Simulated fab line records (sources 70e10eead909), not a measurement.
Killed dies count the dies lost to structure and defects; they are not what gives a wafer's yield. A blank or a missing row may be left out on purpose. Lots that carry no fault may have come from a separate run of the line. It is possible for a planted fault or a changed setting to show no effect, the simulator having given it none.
A single fault, viewed from 2 desks | flow nand_harc | numbers are kept per desk, each desk with only its own; the story behind them comes last

## THE TOOL OWNER'S DESK: acl_dep-03
The tool's own readings at NHARC_A_CHANNEL_HOLE_D2_DEP_00 (deposits aC, target thk 3100 nm): means of the sampled wafers that have a number, for each lot that ran on this tool. A lot is out of limits, marked OUT, if its mean lies more than 4 standard deviations from the usual mean; the brackets give that distance.
Columns: A = throttle_valve_pct at NHARC_A_CHANNEL_HOLE_D2_DEP_00, usual 35.000 %
lot  | first seen here | A
L919 | day 17 08:27    | 35.009
L920 | day 17 23:50    | 34.996
L921 | day 18 07:56    | 35.005
L922 | day 19 03:31    | 34.997
L931 | day 22 09:21    | 34.994
Finding of this desk: none of the 5 lots has anything out of limits.

## THE DEFECT DESK
For each lot, the counts of the inspections along the route, averaged over the sampled wafers that have a number. A lot is out of limits, marked OUT, if its mean lies more than 4 standard deviations from the usual mean; the brackets give that distance.
Columns: A = raw_defect_count at NHARC_A_CHANNEL_HOLE_D2_INSPECT_12, usual 28; B = raw_defect_count at NHARC_A_CHANNEL_HOLE_D2_INSPECT_40, usual 285
lot  | first seen here | A             | B
L909 | day 13 07:55    | 4             | 232
L910 | day 14 02:24    | 5             | 269
L918 | day 17 10:13    | 19            | 299
L919 | day 17 10:35    | 63            | 531
L920 | day 18 02:37    | 13            | 256
L921 | day 18 10:53    | 597 (+25) OUT | 776 (+5.7) OUT
L922 | day 19 05:52    | 595 (+25) OUT | 836 (+6.4) OUT
L925 | day 20 03:52    | 63            | 374
L930 | day 22 11:22    | 9             | 283
L931 | day 22 11:31    | 5             | 231
This desk finds L921, L922 out of limits, L921 being first, at day 18 10:53 (raw_defect_count at NHARC_A_CHANNEL_HOLE_D2_INSPECT_12). L909, L910, L918, L919, L920, L925, L930, L931: within limits.

## ALL TOGETHER
The defect desk could have raised an alarm at day 18 10:53, on L921, L922.
The tool owner's desk saw nothing out of limits.
The tool owner's desk has L921, L922 on record, within its limits.
Of the lots named, all ran NHARC_A_CHANNEL_HOLE_D2_DEP_00 on acl_dep-03.

## WHAT THE SIMULATOR HAD PUT IN
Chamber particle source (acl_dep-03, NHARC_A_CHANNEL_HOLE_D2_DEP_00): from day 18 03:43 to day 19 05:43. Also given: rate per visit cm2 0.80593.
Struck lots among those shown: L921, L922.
Hours from the fault's start to each desk's first reading out of limits: the defect desk, 7.
